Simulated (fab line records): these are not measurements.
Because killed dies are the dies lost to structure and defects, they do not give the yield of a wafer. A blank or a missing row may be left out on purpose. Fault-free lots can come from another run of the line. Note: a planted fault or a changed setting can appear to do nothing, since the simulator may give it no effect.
Matching of chambers | flow nand-harc | NHARC_A_STAIRCASE_ETCH_234 on rie-diel-07 has 3 sister chambers
The step etches the open film in C4F8/O2, target depth 100 nm, time 40.5 s. 6 wafers are shown with their chamber, then 5 later ones without.

WAFERS, EACH WITH ITS CHAMBER
wafer  | chamber | rf-vpp-V (V) | oes-product-au (a.u.)
L306.2 | 1       | 895          | 0.967
L310.5 | 1       | 896          | 0.957
L310.6 | 2       | 893          | 0.926
L309.4 | 2       | 892          | 0.939
L314.1 | 0       | 899          | 0.952
L314.5 | 0       | 899          | 0.961

WAFERS WITHOUT THEIR CHAMBER
wafer  | rf-vpp-V (V) | oes-product-au (a.u.)
L314.6 | 894          | 0.968
L317.1 | 896          | 0.956
L317.2 | 892          | 0.943
L317.3 | 898          | 0.957
L322.4 | 897          | 0.942

WHICH CHAMBER EACH ONE RAN IN
wafer  | from the rows above     | in truth
L314.6 | 1                       | 1
L317.1 | 1                       | 1
L317.2 | 2                       | 2
L317.3 | 0                       | 0
L322.4 | can't be placed: 1 or 0 | 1
Placed correctly: 4 of 5. Can't be placed from these rows: 1 (the true chamber is among the candidates in 1). Wrongly placed: 0.
How it was worked out, from the rows above alone: a wafer's distance from a chamber is the root of the sum, over the readings, of the square of ((its reading less the chamber's mean) divided by the reading's scatter). If the next closest chamber is less than 2 further off than the closest, the wafer can't be placed; otherwise it belongs to the closest. A chamber's mean is the mean of its shown wafers. How the scatter is found: for the shown wafers, subtract from each reading the mean of its chamber, square and add these, divide the total by (wafers less chambers), then take the root.
